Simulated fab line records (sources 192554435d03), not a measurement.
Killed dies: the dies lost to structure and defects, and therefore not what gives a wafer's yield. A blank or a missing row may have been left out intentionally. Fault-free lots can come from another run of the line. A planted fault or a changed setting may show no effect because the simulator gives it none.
Check for tools in common    flow n5-finfet    27 wafers sampled across 9 lots

## THE REASON FOR OPENING IT
N5_BEOL_M4_RC_MEAS_101, reading CJ_P: flagged on 2 of 9 lots. No-fault wafers: 5.80, standard deviation 0.17.
Rule: a lot is flagged in two cases, either no wafer of it has a number, or all its wafers with numbers fall more than 4 standard deviations from that mean. All remaining lots are regarded as sound.

lot   measured      on         CJ_P, wafer by wafer  flag
L179  day 9 01:31   prober-01  5.71 5.62 6.01        
L180  day 9 13:10   prober-01  5.68 5.42 5.80        
L184  day 9 21:37   prober-01  4.66 4.68 4.60        FLAGGED
L186  day 10 21:47  prober-02  4.38 4.75 4.46        FLAGGED
L192  day 12 04:41  prober-02  5.78 5.80 5.64        
L195  day 12 23:26  prober-02  5.88 5.97 5.63        
L196  day 13 02:16  prober-01  6.07 5.99 5.91        
L197  day 13 05:31  prober-02  5.93 5.74 6.07        
L198  day 13 08:58  prober-02  5.56 5.78 5.54        
On average the flagged lots' numbers are 4.59, which is -1.21 against the usual, or -7 standard deviations.

## WHICH TOOL RAN EACH LOT
3 process steps preceding the reading are held in the record, out of 1938 steps in the route. Read each cell as the tool, then ch plus the chambers that the sampled wafers visited, then the start.
lot   flag     N5_WELL_APT_IMPLANT_15          N5_WELL_APT_DESCUM_30              N5_WELL_APT_RTA_34
L179           implanter-01 ch 0, day 2 13:58  rie-diel-05 ch 0,1,3, day 2 15:14  rtp-anneal-02 ch 0, day 2 16:18
L180           implanter-01 ch 0, day 2 20:22  rie-diel-04 ch 1,2, day 2 21:14    rtp-anneal-02 ch 0, day 2 22:08
L184  FLAGGED  implanter-01 ch 0, day 3 20:09  rie-diel-04 ch 0,1,3, day 3 21:20  rtp-anneal-02 ch 0, day 3 22:34
L186  FLAGGED  implanter-01 ch 0, day 4 08:29  rie-diel-05 ch 0,2,3, day 4 09:35  rtp-anneal-02 ch 0, day 4 10:37
L192           implanter-02 ch 0, day 5 20:11  rie-diel-04 ch 0,3, day 5 21:13    rtp-anneal-02 ch 0, day 5 22:20
L195           implanter-02 ch 0, day 6 14:08  rie-diel-04 ch 0,1,2, day 6 15:11  rtp-anneal-02 ch 0, day 6 16:00
L196           implanter-01 ch 0, day 6 20:13  rie-diel-04 ch 1,2,3, day 6 21:11  rtp-anneal-01 ch 0, day 6 21:59
L197           implanter-02 ch 0, day 7 02:30  rie-diel-04 ch 1,2,3, day 7 03:20  rtp-anneal-02 ch 0, day 7 04:19
L198           implanter-01 ch 0, day 7 08:05  rie-diel-04 ch 1,3, day 7 08:58    rtp-anneal-02 ch 0, day 7 09:50
What is done by these steps:
- N5_WELL_APT_IMPLANT_15
- N5_WELL_APT_DESCUM_30: chemistry O2, time 7.9 s.
- N5_WELL_APT_RTA_34: time 10 s.
- N5_BEOL_M4_RC_MEAS_101

## FLAGGED OVER TOTAL, TOOL BY TOOL (the gauges that took the reading come last)
step                    tool           lots run  flagged  share of the flagged lots  sound lots run after its first flagged lot
N5_WELL_APT_IMPLANT_15  implanter-01   6         2        all                        2 (L196,L198)
N5_WELL_APT_IMPLANT_15  implanter-02   3         0        none                       -
N5_WELL_APT_DESCUM_30   rie-diel-04    7         1        some                       5 (L192,L195,L196,L197,L198)
N5_WELL_APT_DESCUM_30   rie-diel-05    2         1        some                       0
N5_WELL_APT_RTA_34      rtp-anneal-01  1         0        none                       -
N5_WELL_APT_RTA_34      rtp-anneal-02  8         2        all                        4 (L192,L195,L197,L198)
N5_BEOL_M4_RC_MEAS_101  prober-01      4         1        some                       1 (L196)
N5_BEOL_M4_RC_MEAS_101  prober-02      5         1        some                       4 (L192,L195,L197,L198)

## WHAT IS ALLOWED BY THE TABLE
Rows of the table that ran all the flagged lots, 2 in number: implanter-01 at N5_WELL_APT_IMPLANT_15; rtp-anneal-02 at N5_WELL_APT_RTA_34.
- implanter-01 at N5_WELL_APT_IMPLANT_15: 2 of its 6 lots flagged. Sound lots followed the first flagged one (L196, L198) on it, something a lasting fault affecting the whole tool could not allow. Its own readings lie more than 4 standard deviations out on every wafer of the flagged lots: dose-ions-cm2, faraday-current-uA.
- rtp-anneal-02 at N5_WELL_APT_RTA_34: 2 of its 8 lots flagged. Sound lots followed the first flagged one (L192, L195, L197, L198) on it, something a lasting fault affecting the whole tool could not allow.
There is no row in the table that ran each flagged lot and no sound lot after the first.

## WHAT THE SIMULATOR HAD INSERTED
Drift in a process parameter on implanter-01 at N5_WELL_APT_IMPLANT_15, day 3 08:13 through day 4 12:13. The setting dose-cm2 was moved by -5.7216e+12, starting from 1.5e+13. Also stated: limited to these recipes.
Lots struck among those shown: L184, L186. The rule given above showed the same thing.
